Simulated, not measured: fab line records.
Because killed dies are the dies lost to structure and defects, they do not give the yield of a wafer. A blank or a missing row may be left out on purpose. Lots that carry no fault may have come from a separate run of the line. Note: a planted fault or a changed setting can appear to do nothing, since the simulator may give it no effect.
The tool behind it: which one? ; flow n5-finfet ; 9 lots with 27 wafers sampled at 5 steps, on a route of 1938 steps

## WHAT THE GAUGES SHOWED, per wafer
N5_BEOL_M4_RC_MEAS_101. Usual: DIBL_N 36.4 mV/V, standard deviation 1.6; DIBL_P 36.2 mV/V, standard deviation 1.8; IOFF_N 0.159 nA/um, standard deviation 0.029; IOFF_P 0.21 nA/um, standard deviation 0.034; ION_N 670 uA/um, standard deviation 12; ION_P 459 uA/um, standard deviation 8.2; SS_N 71.5 mV/dec, standard deviation 0.59; SS_P 73.2 mV/dec, standard deviation 0.54; VT_N 250 mV, standard deviation 3.3; VT_P -250 mV, standard deviation 3.7.
lot;measured;on;DIBL_N (mV/V);DIBL_P (mV/V);IOFF_N (nA/um);IOFF_P (nA/um);ION_N (uA/um);ION_P (uA/um);SS_N (mV/dec);SS_P (mV/dec);VT_N (mV);VT_P (mV);flag
L975;day 8 20:48;prober-02;35.8 36.6 36.6;37.4 37.3 37.5;0.150 0.153 0.164;0.20 0.20 0.21;673 659 671;460 447 459;71.2 71.3 71.5;73.4 73.6 73.1;248 251 251;-251 -252 -254;
L977;day 9 12:06;prober-02;34.8 37.0 36.3;33.3 35.7 34.5;0.133 0.170 0.144;0.20 0.24 0.22;674 685 658;465 464 459;70.2 71.5 71.6;73.3 72.6 73.3;252 248 252;-249 -247 -247;
L978;day 9 17:08;prober-02;38.1 39.7 37.4;36.5 38.4 35.3;0.204 0.260 0.191;0.25 0.31 0.24;697 698 683;472 477 469;72.2 72.9 72.1;73.0 73.5 73.2;248 243 247;-247 -241 -247;
L982;day 11 03:57;prober-01;35.2 35.8 37.1;33.9 34.4 36.6;0.121 0.130 0.148;0.16 0.16 0.19;656 657 664;441 441 452;71.2 71.6 71.6;73.0 72.5 73.4;254 257 252;-259 -258 -256;
L983;day 11 16:36;prober-01;35.4 34.2 36.1;35.6 34.4 38.2;0.146 0.130 0.167;0.17 0.15 0.20;671 657 672;458 442 455;71.8 72.3 72.0;72.9 72.1 73.4;250 255 249;-255 -256 -251;
L987;day 12 08:26;prober-01;36.2 36.7 35.9;35.0 34.4 33.1;0.141 0.149 0.131;0.21 0.19 0.19;664 656 669;462 459 460;71.5 71.7 70.6;73.0 72.9 72.8;252 253 250;-249 -251 -251;
L989;day 11 18:23;prober-02;35.5 35.2 36.1;35.8 35.1 32.9;0.130 0.126 0.127;0.20 0.18 0.15;656 668 643;452 461 445;71.0 70.8 72.0;73.0 72.8 72.8;253 254 256;-251 -252 -255;
L996;day 13 23:15;prober-02;35.5 38.6 36.9;34.9 39.7 37.1;0.113 0.190 0.152;0.14 0.20 0.16;649 673 675;443 453 455;71.2 72.2 71.9;72.3 73.7 72.9;257 250 251;-262 -253 -258;
L998;day 14 23:20;prober-02;37.0 32.8 32.9;37.7 33.8 34.5;0.179 0.114 0.119;0.27 0.20 0.23;671 657 660;468 466 464;72.1 70.8 70.8;73.9 72.3 73.0;248 255 249;-245 -246 -247;

## EACH LOT AND THE TOOL THAT RAN IT (in order: tool; ch and the chambers of the sampled wafers; start)
lot;N5_HKMG_FIN_ETCH_86;N5_HKMG_FIN_STRIP_90;N5_HKMG_FIN_STRIP_69;N5_GATE_CUT_ETCH_56
L975;rie-diel-03 ch 1,2, day 4 14:42;rie-diel-06 ch 0,1, day 4 15:50;plasma-asher-01 ch 0,1, day 4 16:15;rie-metal-03 ch 0,1, day 4 20:52
L977;rie-diel-06 ch 0,1,2, day 4 18:36;rie-diel-03 ch 0,1, day 4 19:51;plasma-asher-02 ch 0,1, day 4 20:16;rie-metal-01 ch 0,1, day 4 22:04
L978;rie-diel-03 ch 2,3, day 4 23:46;rie-diel-03 ch 2,3, day 5 00:53;plasma-asher-02 ch 0,1, day 5 01:11;rie-metal-02 ch 0,1, day 5 02:58
L982;rie-diel-01 ch 0,2,3, day 6 01:34;rie-diel-03 ch 1,2,3, day 6 02:41;plasma-asher-02 ch 1, day 6 03:01;rie-metal-03 ch 0,1, day 6 04:48
L983;rie-diel-03 ch 0,3, day 6 09:01;rie-diel-06 ch 1,2, day 6 10:08;plasma-asher-02 ch 0,1, day 6 10:28;rie-metal-03 ch 0,1, day 6 12:17
L987;rie-diel-06 ch 2,3, day 7 11:19;rie-diel-03 ch 0,2,3, day 7 12:26;plasma-asher-01 ch 0,1, day 7 12:44;rie-metal-03 ch 0,1, day 7 14:31
L989;rie-diel-06 ch 0,1,2, day 7 20:23;rie-diel-01 ch 0,1,2, day 7 21:31;plasma-asher-01 ch 0,1, day 7 21:49;rie-metal-02 ch 0,1, day 7 23:35
L996;rie-diel-06 ch 1,3, day 9 10:15;rie-diel-01 ch 0,1,3, day 9 11:23;plasma-asher-02 ch 0,1, day 9 11:49;rie-metal-01 ch 0,1, day 9 13:32
L998;rie-diel-01 ch 1,3, day 10 03:32;rie-diel-06 ch 0,1,3, day 10 04:40;plasma-asher-02 ch 1, day 10 05:05;rie-metal-01 ch 0,1, day 10 06:53
- N5_HKMG_FIN_ETCH_86: etches SOC in N2/H2, stops on TiN, target depth 393.2 nm.
- N5_HKMG_FIN_STRIP_90: strips SOC in N2/H2, time 20 s.
- N5_HKMG_FIN_STRIP_69: strips in N2/H2, time 360 s.
- N5_GATE_CUT_ETCH_56: etches TiN in Cl2/Ar, target depth 21.6 nm.

## WHAT THE TOOLS THEMSELVES READ (means of the sampled wafers that have a number; where no wafer has one, the mark that the record gives instead)
N5_HKMG_FIN_ETCH_86. Usual: value, then standard deviation, for each; bias-w 60.98 W / 0.2; drypump-motor-current-A 5.8 A / 0.45; n2-flow-sccm 200.0 sccm / 0.57; oes-product-au 0.79 a.u. / 0.094; rf-vpp-V 240.7 V / 1.4; showerhead-plenum-p-Torr 2.54 Torr / 0.095; throttle-valve-pct 17.85 % / 0.29.
lot;tool;bias-w (W);drypump-motor-current-A (A);n2-flow-sccm (sccm);oes-product-au (a.u.);rf-vpp-V (V);showerhead-plenum-p-Torr (Torr);throttle-valve-pct (%);flag
L975;rie-diel-03;60.84;5.7;199.7;0.70;241.1;2.56;18.29;
L977;rie-diel-06;60.92;5.8;199.9;0.73;239.0;2.53;17.84;
L978;rie-diel-03;61.01;6.3;200.0;0.81;241.7;2.59;17.69;
L982;rie-diel-01;60.93;5.6;200.1;0.73;241.1;2.57;17.86;
L983;rie-diel-03;60.99;6.2;200.2;0.82;241.3;2.59;17.55;
L987;rie-diel-06;61.24;5.5;200.1;0.84;240.5;2.53;17.99;
L989;rie-diel-06;61.13;5.8;199.5;0.80;240.7;2.52;17.73;
L996;rie-diel-06;60.95;5.5;200.0;0.89;240.3;2.49;17.83;
L998;rie-diel-01;61.14;5.5;199.3;0.70;239.5;2.47;17.99;

N5_HKMG_FIN_STRIP_90. Usual: drypump-motor-current-A 5.7 A, standard deviation 0.42; n2-flow-sccm 300.1 sccm, standard deviation 0.98; oes-product-au 0.77 a.u., standard deviation 0.089; rf-vpp-V 54.4 V, standard deviation 0.84; showerhead-plenum-p-Torr 3.36 Torr, standard deviation 0.12; throttle-valve-pct 19.1 %, standard deviation 0.43.
lot;tool;drypump-motor-current-A (A);n2-flow-sccm (sccm);oes-product-au (a.u.);rf-vpp-V (V);showerhead-plenum-p-Torr (Torr);throttle-valve-pct (%);flag
L975;rie-diel-06;5.8;299.8;0.73;54.9;3.30;19.0;
L977;rie-diel-03;5.6;299.5;0.72;53.9;3.40;19.6;
L978;rie-diel-03;6.0;300.3;0.74;53.9;3.29;19.1;
L982;rie-diel-03;6.0;300.7;0.74;54.7;3.39;19.2;
L983;rie-diel-06;5.4;300.1;0.70;54.1;3.35;19.2;
L987;rie-diel-03;5.9;301.1;0.83;54.4;3.43;18.9;
L989;rie-diel-01;5.6;299.4;0.71;54.1;3.34;19.3;
L996;rie-diel-01;5.5;299.9;0.71;54.7;3.33;19.3;
L998;rie-diel-06;5.9;300.0;0.84;54.4;3.27;19.0;

N5_HKMG_FIN_STRIP_69. Usual: drypump-motor-current-A 6.12 A, standard deviation 0.24; heater-power-w 498 W, standard deviation 38; n2-flow-sccm 1750 sccm, standard deviation 6.6.
lot;tool;drypump-motor-current-A (A);heater-power-w (W);n2-flow-sccm (sccm);flag
L975;plasma-asher-01;5.85;520;1759;
L977;plasma-asher-02;6.30;497;1756;
L978;plasma-asher-02;6.28;503;1750;
L982;plasma-asher-02;6.11;449;1755;
L983;plasma-asher-02;6.29;500;1743;
L987;plasma-asher-01;5.83;525;1758;
L989;plasma-asher-01;5.80;529;1749;
L996;plasma-asher-02;6.20;475;1748;
L998;plasma-asher-02;6.10;445;1747;

N5_GATE_CUT_ETCH_56. Usual: bias-w 59.99 W, standard deviation 0.18; drypump-motor-current-A 5.61 A, standard deviation 0.28; mfc-cl2-sccm 39.99 sccm, standard deviation 0.11; oes-product-au 0.76 a.u., standard deviation 0.14; throttle-valve-pct 20.9 %, standard deviation 0.32.
lot;tool;bias-w (W);drypump-motor-current-A (A);mfc-cl2-sccm (sccm);oes-product-au (a.u.);throttle-valve-pct (%);flag
L975;rie-metal-03;60.14;5.49;40.01;0.79;20.7;
L977;rie-metal-01;60.10;5.44;39.95;0.78;21.0;
L978;rie-metal-02;59.98;5.83;40.06;0.62;21.2;
L982;rie-metal-03;60.15;5.72;39.97;0.70;20.8;
L983;rie-metal-03;59.98;5.47;39.99;0.78;20.7;
L987;rie-metal-03;59.05;5.49;39.95;0.90;20.5;OFF
L989;rie-metal-02;59.96;5.82;39.93;0.61;21.2;
L996;rie-metal-01;60.20;5.51;39.79;0.82;20.8;
L998;rie-metal-01;60.03;5.49;39.98;0.81;20.8;

## THE ANSWER, worked out from the rows above alone
Rule: lot off if the mean of its wafers having a number is beyond 3 standard deviations from the usual mean. A lot without any number at a reading at which 4 lots or more have one is off too. Any other lot the step has rows for is counted as sound. First the gauges in route order, then the tools' own readings, where a lot's mean is used as printed above. The first step at which some lot is off is used, and at that step the reading that is off furthest; a lot without a number counts as furthest.
Off: L987 (N5_GATE_CUT_ETCH_56, bias-w).
If a tool, at that step or one of the process steps before it, ran each lot that is off and ran no sound lot following the first of them, it fits. Undecided on this evidence; 2 tools fit (rie-diel-03 at N5_HKMG_FIN_STRIP_90, rie-metal-03 at N5_GATE_CUT_ETCH_56).

## WHAT WAS PUT IN BY THE SIMULATOR
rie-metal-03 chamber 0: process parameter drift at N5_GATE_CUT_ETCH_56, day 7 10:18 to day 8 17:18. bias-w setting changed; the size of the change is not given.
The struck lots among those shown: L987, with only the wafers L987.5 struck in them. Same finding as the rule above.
